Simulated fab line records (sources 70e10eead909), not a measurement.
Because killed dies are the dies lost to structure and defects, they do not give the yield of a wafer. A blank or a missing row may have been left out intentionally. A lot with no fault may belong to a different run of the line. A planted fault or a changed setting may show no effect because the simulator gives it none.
Matching of chambers    flow nandHarc    4 sister chambers for NHARC_P_BONDPAD_ETCH_37 on rieDiel-02
The step etches the open film in N2/H2, target depth 60 nm, overetch 18 nm, time 65.91 s. 8 wafers are shown with their chamber, then 8 later ones without.

== WAFERS, EACH WITH ITS CHAMBER ==
wafer   chamber  rfVppV (V)  runLengthS (s)
L649.2  2        434.5       88.1
L652.1  1        430.8       87.0
L652.2  3        430.3       86.8
L652.5  0        432.4       87.9
L656.2  0        431.0       87.6
L656.3  3        431.4       86.8
L656.4  2        433.7       87.8
L659.1  1        430.5       87.5

== WAFERS WITH NO CHAMBER GIVEN ==
wafer   rfVppV (V)  runLengthS (s)
L659.5  430.6       87.3
L659.6  431.3       87.0
L665.1  434.3       88.4
L665.3  433.1       87.8
L665.4  429.6       86.9
L667.1  430.7       87.0
L667.2  430.8       87.3
L667.3  431.7       87.8

== WHICH CHAMBER EACH ONE RAN IN ==
wafer   from the rows above      in truth
L659.5  can't be placed: 1 or 3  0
L659.6  can't be placed: 3 or 1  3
L665.1  2                        2
L665.3  can't be placed: 2 or 0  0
L665.4  can't be placed: 3 or 1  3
L667.1  can't be placed: 3 or 1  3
L667.2  can't be placed: 1 or 3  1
L667.3  0                        0
Correct placement for 2 of the 8. Unplaceable from these rows: 6, with the true chamber sitting among the candidates in 5. Placed wrongly: 0.
How it was worked out, from the rows above alone: a wafer's distance from a chamber is the root of the sum, over the readings, of the square of ((its reading less the chamber's mean) divided by the reading's scatter). If the next closest chamber is less than 2 further off than the closest, the wafer can't be placed; otherwise it belongs to the closest. For every chamber, the mean is computed from those of its wafers that are shown. The scatter: the root of (the sum of the squares of (reading less its chamber's mean) over the shown wafers, divided by (wafers less chambers)).
